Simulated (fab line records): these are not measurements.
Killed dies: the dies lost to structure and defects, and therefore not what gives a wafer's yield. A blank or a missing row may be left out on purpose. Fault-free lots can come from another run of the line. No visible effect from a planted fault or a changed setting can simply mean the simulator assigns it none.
What tool caused it? / flow n5 finfet / at 1 step of a route of 1938, 9 lots with 27 wafers sampled

== WHAT EACH GAUGE READ, for each wafer ==
N5_BEOL_M4_RC_MEAS_101.
lot=L796; measured=day 9 06:28; on=prober-01; DIBL_N (mV/V)=35.5 38.7 37.8
lot=L800; measured=day 10 05:55; on=prober-01; DIBL_N (mV/V)=34.3 34.1 35.5
lot=L805; measured=day 11 09:09; on=prober-01; DIBL_N (mV/V)=36.8 36.9 35.2
lot=L806; measured=day 11 17:06; on=prober-02; DIBL_N (mV/V)=37.6 38.0 37.2
lot=L808; measured=day 11 17:19; on=prober-01; DIBL_N (mV/V)=35.0 36.0 35.3
lot=L807; measured=day 12 00:41; on=prober-02; DIBL_N (mV/V)=34.5 36.2 36.8
lot=L815; measured=day 13 23:07; on=prober-02; DIBL_N (mV/V)=34.7 34.6 33.9
lot=L816; measured=day 14 03:29; on=prober-02; DIBL_N (mV/V)=35.8 34.8 35.5
lot=L817; measured=day 14 05:38; on=prober-01; DIBL_N (mV/V)=37.2 38.5 36.9

== TOOL THAT RAN EACH LOT (tool first, then ch and the chambers of the sampled wafers, then the start) ==
The record holds no process step before these readings.

== THE ANSWER, worked out from the rows above alone ==
Rule: usual is defined by the lots themselves. Put in order of their means at a reading, lots are off if they are a third of the lots or fewer, leave a main group of 4 or more, and stand apart from it by a gap of 3 or more times the standard deviation of the main group's means; of several such gaps the widest counts. A main group is skipped when, at the precision printed for the reading in the tables above, its means are all equal. Also off: a lot with no number at a reading for which 4 or more lots have one. Any other lot the step has rows for is counted as sound.
No lot is off on any of the readings shown, so nothing can be concluded from this.

== WHAT HAD BEEN PUT IN BY THE SIMULATOR ==
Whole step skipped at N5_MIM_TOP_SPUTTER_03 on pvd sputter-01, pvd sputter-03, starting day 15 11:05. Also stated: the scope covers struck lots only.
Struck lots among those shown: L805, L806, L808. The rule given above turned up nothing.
